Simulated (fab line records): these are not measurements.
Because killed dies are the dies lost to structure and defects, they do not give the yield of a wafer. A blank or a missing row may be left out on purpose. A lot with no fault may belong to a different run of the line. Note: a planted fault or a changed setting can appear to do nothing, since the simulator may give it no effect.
fab line records / flow n5Finfet
record lots=4 wafers=12 lastDay=17
route steps=1938 shown WELL_APT@36 PMOS_HMC_CHANNEL_EPI@57 BEOL_M4@1111
lots with no fault: from the same line, run without faults
startH: hours from the record's opening day to when the first of the lot's shown wafers began / waitH: how many hours have passed since the lot's step before this one / " the same as in the row above / L1.1+2: a single row standing in for several wafers / - no value, or no start was given / * or withheld: withheld / < > ~ a bound
route shown NAME@n: NAME is a module with steps in the file, n the number in the route of the first one / usual: average and standard deviation across the fault-free wafers / same: alike in all rows / chamber/n: place in a boat / sites: the reading at each site / _std_site: how widely they spread, as a standard deviation / _edge_site: inner sites' mean taken away from outer sites' mean / radiusMm: how far each site lies from the wafer's centre / mask NAME#n: copy n / behind: the tool/chamber that last shaped the wafer / hold: why the lot was held/for how many hours/how that ended / device: transistor that didn't switch, given as n, p or np / end of line: the same wafers' tests at the end of the route / a step with no rows: only its recipe / killed: count of dies lost to structure and defects at first sort (not the wafer's yield) / map: a wafer's dies, x killed, . not, _ none there
set.NAME: the run value of the setting; set.NAME@STEP: its run value at that earlier step / model.NAME: the simulator's own value behind a step, which no gauge read
lots at some steps of the route; a table a step, a row a wafer
services: a tool's chamber out of use, with start hour (startH, from the record's first day; less than 0 if before it), hours out, and reason
## steps
# step N5_WELL_APT_COAT_19
# recipe spinRpm=1357 resistThkNm=950
# step N5_WELL_APT_EBR_21
# recipe solvent=PGMEA ebrWidthMm=1.5
# step N5_WELL_APT_SOFTBAKE_20
# recipe tempC=130 timeS=60
# step N5_WELL_APT_EXPOSE_22
# recipe maskId=PWELL na=0.8 sourceShape=conventional sigmaOuter=0.8 polarization=unpolarized defocusNm=0 targetCdNm=200 doseMj=23.2
# step N5_WELL_APT_PEB_23
# recipe pebTempC=130 pebTimeS=90
# step N5_WELL_APT_DEVELOP_24
# recipe developTimeS=45 rinseLiquid=surfactantRinse dry=airSpin devTempC=21
# step N5_WELL_APT_HARDBAKE_29
# recipe tempC=130 timeS=120
# step N5_WELL_APT_DESCUM_30
# recipe chemistry=O2 timeS=7.9 sourcePowerW=50 biasPowerW=20 pressureMtorr=20 rfFrequencyHz=2.712e+07 tempC=40 o2FlowSccm=225
# step N5_WELL_APT_IMPLANT_31
# recipe species=B energyKev=60 doseCm2=1.5e+13 tiltDeg=0 rotationDeg=0
# step N5_WELL_APT_IMPLANT_32
# recipe species=BF2 energyKev=50 doseCm2=2e+13 tiltDeg=0 rotationDeg=0
# usual beamEnergyKeV=49.997/0.015 rotationDeg=0.003/0.017
lot.wafer=L732.1 tool=implanter-02 chamber=0 startH=39.62 waitH=0.1 beamEnergyKeV=50.011 rotationDeg=0.036 model.implant.rpNm=37.8 model.implant.drpNm=18.55
lot.wafer=L732.4 tool=implanter-02 chamber=0 startH=39.62 waitH=0.1 beamEnergyKeV=50.018 rotationDeg=-0.015 model.implant.rpNm=37.8 model.implant.drpNm=18.55
lot.wafer=L732.5 tool=implanter-02 chamber=0 startH=39.62 waitH=0.1 beamEnergyKeV=50.006 rotationDeg=0.013 model.implant.rpNm=37.8 model.implant.drpNm=18.55
lot.wafer=L736.2 tool=implanter-02 chamber=0 startH=63.45 waitH=0.1 beamEnergyKeV=68.470 rotationDeg=0.046 model.implant.rpNm=49.62 model.implant.drpNm=23.4
lot.wafer=L736.5 tool=implanter-02 chamber=0 startH=63.45 waitH=0.1 beamEnergyKeV=68.465 rotationDeg=0.012 model.implant.rpNm=49.62 model.implant.drpNm=23.4
lot.wafer=L736.6 tool=implanter-02 chamber=0 startH=63.45 waitH=0.1 beamEnergyKeV=68.453 rotationDeg=0.005 model.implant.rpNm=49.62 model.implant.drpNm=23.4
lot.wafer=L737.1 tool=implanter-02 chamber=0 startH=69.19 waitH=0.1 beamEnergyKeV=68.460 rotationDeg=0.025 model.implant.rpNm=51.57 model.implant.drpNm=23.4
lot.wafer=L737.4 tool=implanter-02 chamber=0 startH=69.19 waitH=0.1 beamEnergyKeV=68.476 rotationDeg=0.003 model.implant.rpNm=51.57 model.implant.drpNm=23.4
lot.wafer=L737.5 tool=implanter-02 chamber=0 startH=69.19 waitH=0.1 beamEnergyKeV=68.475 rotationDeg=0.037 model.implant.rpNm=51.57 model.implant.drpNm=23.4
lot.wafer=L739.2 tool=implanter-01 chamber=0 startH=81.26 waitH=0.1 beamEnergyKeV=49.994 rotationDeg=-0.016 model.implant.rpNm=36.3 model.implant.drpNm=18.55
lot.wafer=L739.3 tool=implanter-01 chamber=0 startH=81.26 waitH=0.1 beamEnergyKeV=50.016 rotationDeg=-0.007 model.implant.rpNm=36.3 model.implant.drpNm=18.55
lot.wafer=L739.5 tool=implanter-01 chamber=0 startH=81.26 waitH=0.1 beamEnergyKeV=50.024 rotationDeg=0.001 model.implant.rpNm=36.3 model.implant.drpNm=18.55
# step N5_WELL_APT_STRIP_33
# recipe chemistry=SPM timeS=900 tempC=130 h2so4H2o2VolRatio=4 dry=ipaMarangoni
# step N5_WELL_APT_RTA_34
# recipe tempC=1000 timeS=10 ambient=N2 idleTempC=600 rampUpCPerS=150 rampDownCPerS=60 coolToC=600
# step N5_WELL_APT_OXIDE_STRIP_42
# recipe chemistry=dHF dilution=25:1 timeS=45 tempC=25 target=SiO2 targetDepthA=120
# step N5_WELL_APT_PRECLEAN_36
# recipe chemistry=O3/DIW timeS=45 tempC=22 o3Ppm=10
# step N5_WELL_APT_PRECLEAN_39
# recipe chemistry=dHF timeS=60 dilution=150:1 tempC=25
# step N5_WELL_APT_SRD_37
# recipe dry=ipaMarangoni doPpb=5 timeS=30 tempC=23 rinseLiquid=diw
# step N5_WELL_APT_EPI_41
# recipe material=Si targetThkA=500 tempC=650 precursor=SiH4/H2 pressureTorr=20 timeS=297.7
# step N5_PMOS_HMC_CHANNEL_EPI_HM_DEP_34
# recipe material=SiO2 targetThkA=360 tempC=400 precursor=TEOS/O2 pressureTorr=6.5 rfW=900 teosFlowSccm=161.4 gas=O2 flowSccm=2650 timeS=6.9
# step N5_PMOS_HMC_CHANNEL_EPI_COAT_31
# recipe resist=BARC tempC=205 timeS=60 spinRpm=1500 resistThkNm=66
# step N5_PMOS_HMC_CHANNEL_EPI_COAT_03
# recipe resist=CAR-ArF-block spinRpm=1500 resistThkNm=205
# step N5_PMOS_HMC_CHANNEL_EPI_EBR_05
# recipe solvent=PGMEA ebrWidthMm=1.5
# step N5_PMOS_HMC_CHANNEL_EPI_SOFTBAKE_04
# recipe tempC=110 timeS=60 resist=CAR-ArF-block
# step N5_PMOS_HMC_CHANNEL_EPI_EXPOSE_06
# recipe maskId=PMOS_HMC_BLK na=1.35 sourceShape=conventional sigmaOuter=0.8 polarization=unpolarized targetCdNm=240 doseMj=41
# step N5_PMOS_HMC_CHANNEL_EPI_PEB_07
# recipe pebTempC=110 pebTimeS=60 resist=CAR-ArF-block
# step N5_PMOS_HMC_CHANNEL_EPI_DEVELOP_08
# recipe developTimeS=30 developer=TMAH resist=CAR-ArF-block devTempC=23 rinseLiquid=diw dry=airSpin
# step N5_PMOS_HMC_CHANNEL_EPI_DESCUM_14
# recipe chemistry=O2 timeS=7.9 sourcePowerW=50 biasPowerW=20 pressureMtorr=20 rfFrequencyHz=2.712e+07 tempC=40 resist=CAR-ArF-block o2FlowSccm=225
# step N5_PMOS_HMC_CHANNEL_EPI_ETCH_32
# recipe chemistry=N2/H2 target=BARC stopOn=SiO2 targetDepthA=858 overEtchFrac=0.3 timeS=50.3 ionEnergyEv=200 maskMaterial=CAR-ArF-block pressureMtorr=30 sourceW=840 biasW=150 n2FlowSccm=200 h2FlowSccm=200
# step N5_PMOS_HMC_CHANNEL_EPI_HM_OPEN_15
# recipe chemistry=CHF3/O2 target=SiO2 maskMaterial=CAR-ArF-block targetDepthA=406 CHF3_flow_sccm=50 O2_flow_sccm=5 Ar_flow_sccm=200 timeS=20.3 pressureMtorr=30 sourceW=650 biasW=170 ionEnergyEv=200
# step N5_PMOS_HMC_CHANNEL_EPI_STRIP_33
# recipe chemistry=N2/H2 powerW=500 tempC=40 pressureMtorr=50 rfFrequencyHz=6e+07 overashFraction=0.3 biasPowerW=8 h2Frac=0.5 n2FlowSccm=300 h2FlowSccm=300
# step N5_PMOS_HMC_CHANNEL_EPI_STRIP_17
# recipe chemistry=SPM timeS=750 tempC=130 h2so4H2o2VolRatio=4 dry=ipaMarangoni
# step N5_PMOS_HMC_CHANNEL_EPI_ETCH_38
# recipe chemistry=CF4 target=SiO2 targetDepthA=15 ionEnergyEv=350 pressureMtorr=10 icpW=800 biasW=400 cf4FlowSccm=80
# step N5_PMOS_HMC_CHANNEL_EPI_FIN_RECESS_16
# recipe chemistry=HBr/Cl2 target=Si maskMaterial=SiO2 targetDepthA=540 timeS=18 pressureMtorr=10 icpW=800 biasW=75 HBr_flow_sccm=150 Cl2_flow_sccm=80
# step N5_PMOS_HMC_CHANNEL_EPI_PRECLEAN_36
# recipe chemistry=O3/DIW timeS=45 tempC=22 o3Ppm=10
# step N5_PMOS_HMC_CHANNEL_EPI_PRECLEAN_18
# recipe chemistry=DHF timeS=30 tempC=25 dilution=withheld
# step N5_PMOS_HMC_CHANNEL_EPI_SRD_19
# recipe dry=ipaMarangoni doPpb=5 timeS=30 tempC=23 rinseLiquid=diw
# step N5_BEOL_M4_RC_MEAS_101
# usual CJ_N=4.35/0.084 DIBL_N=36.0/1.7 DIBL_P=36.2/1.9 IOFF_N=0.154/0.028 IOFF_P=0.21/0.036 ION_N=675/11 ION_P=463/8.3 RS_PWELL=3012/25 SS_N=71.4/0.63 SS_P=73.2/0.55 VT_N=250.2/3 VT_P=-251/3.7
lot.wafer=L732.1 tool=prober-02 chamber=0 startH=239.53 waitH=0.0 CJ_N=4.28 DIBL_N[mV/V]=34.3 DIBL_P[mV/V]=34.7 IOFF_N[nA/um]=0.126 IOFF_P[nA/um]=0.17 ION_N[uA/um]=675 ION_P[uA/um]=459 RS_PWELL[ohm/sq]=3048 SS_N[mV/dec]=70.9 SS_P[mV/dec]=72.1 VT_N[mV]=249.3 VT_P[mV]=-251
lot.wafer=L732.4 tool=prober-02 chamber=0 startH=239.53 waitH=0.0 CJ_N=4.21 DIBL_N[mV/V]=35.3 DIBL_P[mV/V]=36.5 IOFF_N[nA/um]=0.142 IOFF_P[nA/um]=0.19 ION_N[uA/um]=677 ION_P[uA/um]=465 RS_PWELL[ohm/sq]=3030 SS_N[mV/dec]=71.6 SS_P[mV/dec]=72.9 VT_N[mV]=251.4 VT_P[mV]=-249
lot.wafer=L732.5 tool=prober-02 chamber=0 startH=239.53 waitH=0.0 CJ_N=4.43 DIBL_N[mV/V]=37.2 DIBL_P[mV/V]=37.9 IOFF_N[nA/um]=0.172 IOFF_P[nA/um]=0.22 ION_N[uA/um]=687 ION_P[uA/um]=475 RS_PWELL[ohm/sq]=3050 SS_N[mV/dec]=71.5 SS_P[mV/dec]=73.1 VT_N[mV]=247.1 VT_P[mV]=-249
lot.wafer=L736.2 tool=prober-01 chamber=0 startH=276.47 waitH=0.2 CJ_N=3.31 DIBL_N[mV/V]=36.0 DIBL_P[mV/V]=37.1 IOFF_N[nA/um]=0.167 IOFF_P[nA/um]=0.21 ION_N[uA/um]=683 ION_P[uA/um]=471 RS_PWELL[ohm/sq]=2753 SS_N[mV/dec]=71.1 SS_P[mV/dec]=73.5 VT_N[mV]=248.3 VT_P[mV]=-248
lot.wafer=L736.5 tool=prober-01 chamber=0 startH=276.47 waitH=0.2 CJ_N=3.26 DIBL_N[mV/V]=37.4 DIBL_P[mV/V]=38.7 IOFF_N[nA/um]=0.196 IOFF_P[nA/um]=0.23 ION_N[uA/um]=677 ION_P[uA/um]=462 RS_PWELL[ohm/sq]=2748 SS_N[mV/dec]=71.6 SS_P[mV/dec]=74.4 VT_N[mV]=246.1 VT_P[mV]=-250
lot.wafer=L736.6 tool=prober-01 chamber=0 startH=276.47 waitH=0.2 CJ_N=3.31 DIBL_N[mV/V]=36.3 DIBL_P[mV/V]=37.8 IOFF_N[nA/um]=0.172 IOFF_P[nA/um]=0.22 ION_N[uA/um]=694 ION_P[uA/um]=473 RS_PWELL[ohm/sq]=2736 SS_N[mV/dec]=71.7 SS_P[mV/dec]=73.3 VT_N[mV]=248.6 VT_P[mV]=-248
lot.wafer=L737.1 tool=prober-02 chamber=0 startH=281.91 waitH=0.0 CJ_N=3.42 DIBL_N[mV/V]=39.4 DIBL_P[mV/V]=34.9 IOFF_N[nA/um]=0.239 IOFF_P[nA/um]=0.18 ION_N[uA/um]=665 ION_P[uA/um]=448 RS_PWELL[ohm/sq]=2704 SS_N[mV/dec]=74.6 SS_P[mV/dec]=73.0 VT_N[mV]=252.5 VT_P[mV]=-254
lot.wafer=L737.4 tool=prober-02 chamber=0 startH=281.91 waitH=0.0 CJ_N=3.26 DIBL_N[mV/V]=35.1 DIBL_P[mV/V]=33.4 IOFF_N[nA/um]=0.132 IOFF_P[nA/um]=0.17 ION_N[uA/um]=669 ION_P[uA/um]=458 RS_PWELL[ohm/sq]=2711 SS_N[mV/dec]=71.5 SS_P[mV/dec]=73.1 VT_N[mV]=251.4 VT_P[mV]=-253
lot.wafer=L737.5 tool=prober-02 chamber=0 startH=281.91 waitH=0.0 CJ_N=3.34 DIBL_N[mV/V]=35.6 DIBL_P[mV/V]=34.5 IOFF_N[nA/um]=0.146 IOFF_P[nA/um]=0.18 ION_N[uA/um]=674 ION_P[uA/um]=461 RS_PWELL[ohm/sq]=2698 SS_N[mV/dec]=71.8 SS_P[mV/dec]=72.9 VT_N[mV]=246.9 VT_P[mV]=-250
lot.wafer=L739.2 tool=prober-01 chamber=0 startH=297.67 waitH=0.2 CJ_N=4.31 DIBL_N[mV/V]=35.7 DIBL_P[mV/V]=35.4 IOFF_N[nA/um]=0.148 IOFF_P[nA/um]=0.16 ION_N[uA/um]=674 ION_P[uA/um]=451 RS_PWELL[ohm/sq]=3033 SS_N[mV/dec]=70.8 SS_P[mV/dec]=73.4 VT_N[mV]=249.5 VT_P[mV]=-256
lot.wafer=L739.3 tool=prober-01 chamber=0 startH=297.67 waitH=0.2 CJ_N=4.26 DIBL_N[mV/V]=34.3 DIBL_P[mV/V]=34.2 IOFF_N[nA/um]=0.130 IOFF_P[nA/um]=0.15 ION_N[uA/um]=663 ION_P[uA/um]=448 RS_PWELL[ohm/sq]=2952 SS_N[mV/dec]=70.7 SS_P[mV/dec]=73.3 VT_N[mV]=250.6 VT_P[mV]=-256
lot.wafer=L739.5 tool=prober-01 chamber=0 startH=297.67 waitH=0.2 CJ_N=4.38 DIBL_N[mV/V]=36.5 DIBL_P[mV/V]=36.8 IOFF_N[nA/um]=0.164 IOFF_P[nA/um]=0.18 ION_N[uA/um]=686 ION_P[uA/um]=462 RS_PWELL[ohm/sq]=3000 SS_N[mV/dec]=71.8 SS_P[mV/dec]=73.0 VT_N[mV]=251.3 VT_P[mV]=-256
## services
tool=implanter-01 chamber=- startH=34.61 hours=17.1 kind=repair
tool=implanter-01 chamber=- startH=51.72 hours=17.5 kind=pm
## key
firstSign step=N5_WELL_APT_IMPLANT_32 reading=beamEnergyKeV direction=up sigmas=99+ usual=49.997 struck=68.467
effect step=N5_BEOL_M4_RC_MEAS_101 reading=CJ_N direction=down sigmas=12 usual=4.35 struck=3.32
effect step=N5_BEOL_M4_RC_MEAS_101 reading=RS_PWELL direction=down sigmas=11 usual=3012 struck=2725
modelEffect step=N5_WELL_APT_IMPLANT_32 value=implant.rpNm without=37.03 struck=50.59
metAt N5_WELL_APT_IMPLANT_32
struckWafers L736.2,L736.5,L736.6,L737.1,L737.4,L737.5
onsetBetween 39.62 63.45
fault kind=processParameterDrift tool=implanter-02 chamber=- onsetH=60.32 steps=N5_WELL_APT_IMPLANT_32 channel=energyKev offset=18.477 shape=step endH=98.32 actsIn=theseRecipesOnly stated=50
